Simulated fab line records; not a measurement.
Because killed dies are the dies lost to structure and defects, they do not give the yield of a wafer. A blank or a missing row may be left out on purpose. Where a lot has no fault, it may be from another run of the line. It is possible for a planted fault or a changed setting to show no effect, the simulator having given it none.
Check for tools in common :: flow nand harc :: 6 wafers sampled across 2 lots

THE REASON FOR OPENING IT
Flagged at NHARC_END_SORT_01: reading killed at periphery, on 1 of 2 lots. No-fault wafers: 3.5, standard deviation 2.5.
Rule: a lot is flagged in two cases, either no wafer of it has a number, or all its wafers with numbers fall more than 4 standard deviations from that mean. The rest of the lots are taken to be sound.

lot: L793
measured: day 27 15:23
on: prober-01
killed at periphery, wafer by wafer: 588 599 590
flag: FLAGGED

lot: L802
measured: day 30 15:40
on: prober-02
killed at periphery, wafer by wafer: 2 1 3
flag: 
Flagged lots average 592.3: +588.8 relative to the usual, that is +99 or more standard deviations.

WHICH TOOL EACH LOT WENT THROUGH
The record holds 3 process steps before the reading, out of a route of 1302 steps. Each cell gives the tool, then ch followed by the chambers the sampled wafers passed through, then the start.
lot: L793
flag: FLAGGED
NHARC_P_STI_ETCH_42: rie diel-09 ch 1,2,3, day 5 07:13
NHARC_P_GATE_EXPOSE_08: krf scanner-04 ch 0, day 6 19:52
NHARC_P_GATE_DESCUM_13: rie diel-05 ch 1,2,3, day 6 20:10

lot: L802
flag: 
NHARC_P_STI_ETCH_42: rie diel-11 ch 0,1,3, day 9 01:01
NHARC_P_GATE_EXPOSE_08: krf scanner-03 ch 0, day 10 14:59
NHARC_P_GATE_DESCUM_13: rie diel-03 ch 0,2,3, day 10 15:18
These steps, and what they do:
- NHARC_P_STI_ETCH_42: etches the open film in N2/H2, target depth 80 nm, overetch 24 nm, time 61 s.
- NHARC_P_GATE_EXPOSE_08: exposes mask P HV.
- NHARC_P_GATE_DESCUM_13: chemistry O2, time 3 s.
- NHARC_END_SORT_01

FLAGGED OVER TOTAL, TOOL BY TOOL (the gauges that took the reading come last)
step: NHARC_P_STI_ETCH_42
tool: rie diel-09
lots run: 1
flagged: 1
share of the flagged lots: all
sound lots run after its first flagged lot: 0

step: NHARC_P_STI_ETCH_42
tool: rie diel-11
lots run: 1
flagged: 0
share of the flagged lots: none
sound lots run after its first flagged lot: -

step: NHARC_P_GATE_EXPOSE_08
tool: krf scanner-03
lots run: 1
flagged: 0
share of the flagged lots: none
sound lots run after its first flagged lot: -

step: NHARC_P_GATE_EXPOSE_08
tool: krf scanner-04
lots run: 1
flagged: 1
share of the flagged lots: all
sound lots run after its first flagged lot: 0

step: NHARC_P_GATE_DESCUM_13
tool: rie diel-03
lots run: 1
flagged: 0
share of the flagged lots: none
sound lots run after its first flagged lot: -

step: NHARC_P_GATE_DESCUM_13
tool: rie diel-05
lots run: 1
flagged: 1
share of the flagged lots: all
sound lots run after its first flagged lot: 0

step: NHARC_END_SORT_01
tool: prober-01
lots run: 1
flagged: 1
share of the flagged lots: all
sound lots run after its first flagged lot: 0

step: NHARC_END_SORT_01
tool: prober-02
lots run: 1
flagged: 0
share of the flagged lots: none
sound lots run after its first flagged lot: -

WHAT IS ALLOWED BY THE TABLE
4 rows of the table ran every flagged lot: rie diel-09 at NHARC_P_STI_ETCH_42, krf scanner-04 at NHARC_P_GATE_EXPOSE_08, rie diel-05 at NHARC_P_GATE_DESCUM_13, prober-01 at NHARC_END_SORT_01.
- rie diel-09 at NHARC_P_STI_ETCH_42: 1 of its 1 lot flagged. Because this sample shows no sound lot run on it before its first flagged lot, the start cannot be pinned down more closely.
- krf scanner-04 at NHARC_P_GATE_EXPOSE_08: 1 of its 1 lot flagged. Because this sample shows no sound lot run on it before its first flagged lot, the start cannot be pinned down more closely.
- rie diel-05 at NHARC_P_GATE_DESCUM_13: 1 of its 1 lot flagged. Because this sample shows no sound lot run on it before its first flagged lot, the start cannot be pinned down more closely.
- prober-01 at NHARC_END_SORT_01: 1 of its 1 lot flagged. Because this sample shows no sound lot run on it before its first flagged lot, the start cannot be pinned down more closely.
A lot count leaves these 4 tools indistinguishable: every one of them fits a fault beginning at some hour. More lots, or a look at what each step does to the wafer, might.

WHAT THE SIMULATOR HAD INSERTED
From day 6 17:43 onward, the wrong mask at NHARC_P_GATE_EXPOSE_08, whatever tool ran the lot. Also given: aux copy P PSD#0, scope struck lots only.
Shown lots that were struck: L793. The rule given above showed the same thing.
